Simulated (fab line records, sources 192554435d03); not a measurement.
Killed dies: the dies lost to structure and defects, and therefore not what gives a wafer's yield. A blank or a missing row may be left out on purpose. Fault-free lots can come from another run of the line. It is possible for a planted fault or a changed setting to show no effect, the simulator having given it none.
Chamber matching / flow n5_finfet / N5_BEOL_M2_VIA_ETCH_34 on rie_diel-01 has 4 sister chambers
The step etches the open film in C4F6/O2, target depth 69.4 nm, time 65.9 s. 22 wafers are shown with their chamber, then 11 later ones without.

== WAFERS PAIRED WITH THEIR CHAMBERS ==
wafer=L074.1; chamber=3; drypump_motor_current_A (A)=5.2; throttle_valve_pct (%)=31.08; rf_vpp_V (V)=657
wafer=L074.3; chamber=0; drypump_motor_current_A (A)=6.5; throttle_valve_pct (%)=30.74; rf_vpp_V (V)=671
wafer=L074.5; chamber=3; drypump_motor_current_A (A)=5.2; throttle_valve_pct (%)=31.07; rf_vpp_V (V)=656
wafer=L075.2; chamber=3; drypump_motor_current_A (A)=5.2; throttle_valve_pct (%)=31.09; rf_vpp_V (V)=655
wafer=L075.3; chamber=1; drypump_motor_current_A (A)=5.7; throttle_valve_pct (%)=30.94; rf_vpp_V (V)=661
wafer=L075.6; chamber=0; drypump_motor_current_A (A)=6.5; throttle_valve_pct (%)=30.74; rf_vpp_V (V)=671
wafer=L078.1; chamber=2; drypump_motor_current_A (A)=5.0; throttle_valve_pct (%)=30.60; rf_vpp_V (V)=680
wafer=L078.4; chamber=1; drypump_motor_current_A (A)=5.6; throttle_valve_pct (%)=30.93; rf_vpp_V (V)=663
wafer=L078.6; chamber=0; drypump_motor_current_A (A)=6.5; throttle_valve_pct (%)=30.76; rf_vpp_V (V)=672
wafer=L079.1; chamber=0; drypump_motor_current_A (A)=6.5; throttle_valve_pct (%)=30.75; rf_vpp_V (V)=669
wafer=L079.3; chamber=1; drypump_motor_current_A (A)=5.6; throttle_valve_pct (%)=30.95; rf_vpp_V (V)=662
wafer=L079.5; chamber=0; drypump_motor_current_A (A)=6.5; throttle_valve_pct (%)=30.74; rf_vpp_V (V)=671
wafer=L084.2; chamber=0; drypump_motor_current_A (A)=6.5; throttle_valve_pct (%)=30.76; rf_vpp_V (V)=671
wafer=L084.4; chamber=0; drypump_motor_current_A (A)=6.5; throttle_valve_pct (%)=30.78; rf_vpp_V (V)=671
wafer=L084.5; chamber=1; drypump_motor_current_A (A)=5.6; throttle_valve_pct (%)=30.94; rf_vpp_V (V)=661
wafer=L085.2; chamber=1; drypump_motor_current_A (A)=5.7; throttle_valve_pct (%)=30.95; rf_vpp_V (V)=662
wafer=L085.3; chamber=3; drypump_motor_current_A (A)=5.2; throttle_valve_pct (%)=31.12; rf_vpp_V (V)=656
wafer=L085.4; chamber=0; drypump_motor_current_A (A)=6.5; throttle_valve_pct (%)=30.76; rf_vpp_V (V)=673
wafer=L086.2; chamber=0; drypump_motor_current_A (A)=6.5; throttle_valve_pct (%)=30.77; rf_vpp_V (V)=670
wafer=L086.3; chamber=3; drypump_motor_current_A (A)=5.2; throttle_valve_pct (%)=31.11; rf_vpp_V (V)=656
wafer=L086.4; chamber=3; drypump_motor_current_A (A)=5.2; throttle_valve_pct (%)=31.10; rf_vpp_V (V)=656
wafer=L088.1; chamber=3; drypump_motor_current_A (A)=5.2; throttle_valve_pct (%)=31.10; rf_vpp_V (V)=657

SIGNATURES (means of the wafers above)
reading=drypump_motor_current_A; chamber 0=6.500; chamber 1=5.640; chamber 2=5.000; chamber 3=5.200; scatter within a chamber=0.0258
reading=throttle_valve_pct; chamber 0=30.7556; chamber 1=30.9420; chamber 2=30.6000; chamber 3=31.0957; scatter within a chamber=0.0143
reading=rf_vpp_V; chamber 0=671.00; chamber 1=661.80; chamber 2=680.00; chamber 3=656.14; scatter within a chamber=0.933
Rule: for each reading, subtract the chamber's mean from the wafer's reading, divide by that reading's scatter and square the result; add these up over the readings and take the root, which gives the wafer's distance from the chamber. The wafer belongs to the nearest chamber; if the next one is less than 2 further off, it can't be placed. The scatter: the root of (the sum of the squares of (reading less its chamber's mean) over the shown wafers, divided by (wafers less chambers)).

== WAFERS WHOSE CHAMBER IS MISSING ==
wafer=L088.2; drypump_motor_current_A (A)=5.7; throttle_valve_pct (%)=30.96; rf_vpp_V (V)=663
wafer=L088.4; drypump_motor_current_A (A)=5.0; throttle_valve_pct (%)=30.41; rf_vpp_V (V)=682
wafer=L089.2; drypump_motor_current_A (A)=5.2; throttle_valve_pct (%)=31.11; rf_vpp_V (V)=655
wafer=L089.3; drypump_motor_current_A (A)=6.5; throttle_valve_pct (%)=30.77; rf_vpp_V (V)=670
wafer=L089.5; drypump_motor_current_A (A)=5.6; throttle_valve_pct (%)=30.95; rf_vpp_V (V)=662
wafer=L093.3; drypump_motor_current_A (A)=6.5; throttle_valve_pct (%)=30.79; rf_vpp_V (V)=671
wafer=L093.4; drypump_motor_current_A (A)=5.0; throttle_valve_pct (%)=30.42; rf_vpp_V (V)=681
wafer=L093.5; drypump_motor_current_A (A)=5.6; throttle_valve_pct (%)=30.99; rf_vpp_V (V)=662
wafer=L097.1; drypump_motor_current_A (A)=6.5; throttle_valve_pct (%)=30.79; rf_vpp_V (V)=670
wafer=L097.2; drypump_motor_current_A (A)=5.0; throttle_valve_pct (%)=30.43; rf_vpp_V (V)=680
wafer=L097.5; drypump_motor_current_A (A)=5.2; throttle_valve_pct (%)=31.13; rf_vpp_V (V)=654

== THE CHAMBER EACH PASSED THROUGH ==
wafer=L088.2; from the rows above=1; in truth=1
wafer=L088.4; from the rows above=2; in truth=2
wafer=L089.2; from the rows above=3; in truth=3
wafer=L089.3; from the rows above=0; in truth=0
wafer=L089.5; from the rows above=1; in truth=1
wafer=L093.3; from the rows above=0; in truth=0
wafer=L093.4; from the rows above=2; in truth=2
wafer=L093.5; from the rows above=1; in truth=1
wafer=L097.1; from the rows above=0; in truth=0
wafer=L097.2; from the rows above=2; in truth=2
wafer=L097.5; from the rows above=3; in truth=3
Correctly placed: 11 of 11. Number that these rows cannot place: 0. Wrongly placed: 0.
